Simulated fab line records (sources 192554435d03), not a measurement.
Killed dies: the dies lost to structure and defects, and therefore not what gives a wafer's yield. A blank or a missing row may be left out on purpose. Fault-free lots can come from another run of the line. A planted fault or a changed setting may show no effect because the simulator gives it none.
Which tool is to blame? | flow n5-finfet | 36 wafers from 12 lots sampled at 3 of the route's 1938 steps

== WHAT THE GAUGES SHOWED, per wafer ==
N5_BEOL_M15_THK_MEAS_01. Usual: M15_ILD_THK gives 1630 nm (standard deviation 22).
lot  | measured     | on            | M15_ILD_THK (nm) | flag
L476 | day 11 07:26 | film-metro-01 | 1606 1613 1650   |
L478 | day 12 08:20 | film-metro-02 | 1609 1648 1665   |
L482 | day 13 16:29 | film-metro-02 | 1621 1600 1622   |
L483 | day 14 00:08 | film-metro-01 | 1625 1649 1644   |
L485 | day 14 00:52 | film-metro-02 | 1623 1684 1645   |
L487 | day 15 06:03 | film-metro-01 | 1616 1608 1622   |
L486 | day 15 06:44 | film-metro-01 | 1584 1620 1617   |
L490 | day 15 13:40 | film-metro-01 | 1650 1609 1666   |
L494 | day 16 12:34 | film-metro-02 | 1621 1635 1663   |
L495 | day 17 00:31 | film-metro-01 | 1631 1637 1625   |
L497 | day 17 13:54 | film-metro-01 | 1631 1631 1651   |
L499 | day 18 13:07 | film-metro-01 | 1615 1659 1644   |

N5_BEOL_M15_CD_MEAS_17: the cd target is 360 nm. Usual: cd-nm at 362.0 nm, with a standard deviation of 2.
lot  | measured     | on        | cd-nm (nm)        | flag
L476 | day 11 08:19 | cd-sem-03 | 362.1 363.5 362.3 |
L478 | day 12 09:21 | cd-sem-02 | 362.2 363.2 363.1 |
L482 | day 13 17:29 | cd-sem-02 | 361.2 364.0 365.2 |
L483 | day 14 01:10 | cd-sem-03 | 357.3 363.3 363.0 |
L485 | day 14 01:45 | cd-sem-01 | 362.9 365.4 359.8 |
L487 | day 15 06:56 | cd-sem-03 | 363.9 361.7 364.2 |
L486 | day 15 07:38 | cd-sem-01 | 361.2 364.5 362.0 |
L490 | day 15 15:18 | cd-sem-01 | 359.5 364.8 361.2 |
L494 | day 16 13:28 | cd-sem-02 | 362.0 359.4 363.4 |
L495 | day 17 01:29 | cd-sem-02 | 361.9 361.2 364.9 |
L497 | day 17 15:07 | cd-sem-01 | 362.2 361.3 364.0 |
L499 | day 18 14:01 | cd-sem-01 | 361.1 363.1 362.0 |

== TOOL THAT RAN EACH LOT (tool first, then ch and the chambers of the sampled wafers, then the start) ==
lot  | N5_BEOL_M15_ILD_DEP_00
L476 | pecvd-02 ch 0,1,2, day 11 07:11
L478 | pecvd-01 ch 1,2, day 12 08:05
L482 | pecvd-01 ch 1,2, day 13 16:14
L483 | pecvd-02 ch 0,1,2, day 13 23:53
L485 | pecvd-04 ch 1, day 14 00:30
L487 | pecvd-01 ch 0,2, day 15 05:41
L486 | pecvd-01 ch 0,2, day 15 06:23
L490 | pecvd-01 ch 0,1, day 15 13:25
L494 | pecvd-04 ch 1,2, day 16 12:19
L495 | pecvd-01 ch 1,2, day 17 00:10
L497 | pecvd-02 ch 0,2, day 17 13:32
L499 | pecvd-04 ch 0,1,2, day 18 12:52
- N5_BEOL_M15_ILD_DEP_00: deposits SiO2 from TEOS/O2, target thk 1629.3 nm, time 346.1 s.

== WHAT THE TOOLS THEMSELVES READ (means of the sampled wafers that have a number; where no wafer has one, the mark that the record gives instead) ==
N5_BEOL_M15_ILD_DEP_00. Usual: heater-power-w 510 W, standard deviation 90; showerhead-plenum-p-Torr 8.339 Torr, standard deviation 0.029; throttle-valve-pct 18.5 %, standard deviation 0.95.
lot  | tool     | heater-power-w (W) | showerhead-plenum-p-Torr (Torr) | throttle-valve-pct (%) | flag
L476 | pecvd-02 | 466                | 8.326                           | 17.9                   |
L478 | pecvd-01 | 475                | 8.340                           | 18.5                   |
L482 | pecvd-01 | 508                | 8.330                           | 18.8                   |
L483 | pecvd-02 | 539                | 8.319                           | 17.8                   |
L485 | pecvd-04 | 602                | 8.327                           | 19.6                   |
L487 | pecvd-01 | 573                | 8.374                           | 18.8                   |
L486 | pecvd-01 | 565                | 8.375                           | 18.7                   |
L490 | pecvd-01 | 557                | 8.342                           | 19.8                   |
L494 | pecvd-04 | 541                | 8.345                           | 18.4                   |
L495 | pecvd-01 | 499                | 8.347                           | 19.7                   |
L497 | pecvd-02 | 483                | 8.321                           | 18.1                   |
L499 | pecvd-04 | 475                | 8.317                           | 18.5                   |

== THE ANSWER, worked out from the rows above alone ==
Rule: a lot counts as off when the mean over its wafers that have a number is more than 3 standard deviations away from the usual mean. Also off: a lot with no number at a reading for which 4 or more lots have one. All remaining lots with rows at the step are treated as sound. Order of review: gauges by route order, followed by the tools' own readings, for which a lot's mean as printed above is used. The first step at which some lot is off is used, and at that step the reading that is off furthest; a lot without a number counts as furthest.
None of the lots is off at any reading shown; this tells nothing.

== WHAT HAD BEEN PUT IN BY THE SIMULATOR ==
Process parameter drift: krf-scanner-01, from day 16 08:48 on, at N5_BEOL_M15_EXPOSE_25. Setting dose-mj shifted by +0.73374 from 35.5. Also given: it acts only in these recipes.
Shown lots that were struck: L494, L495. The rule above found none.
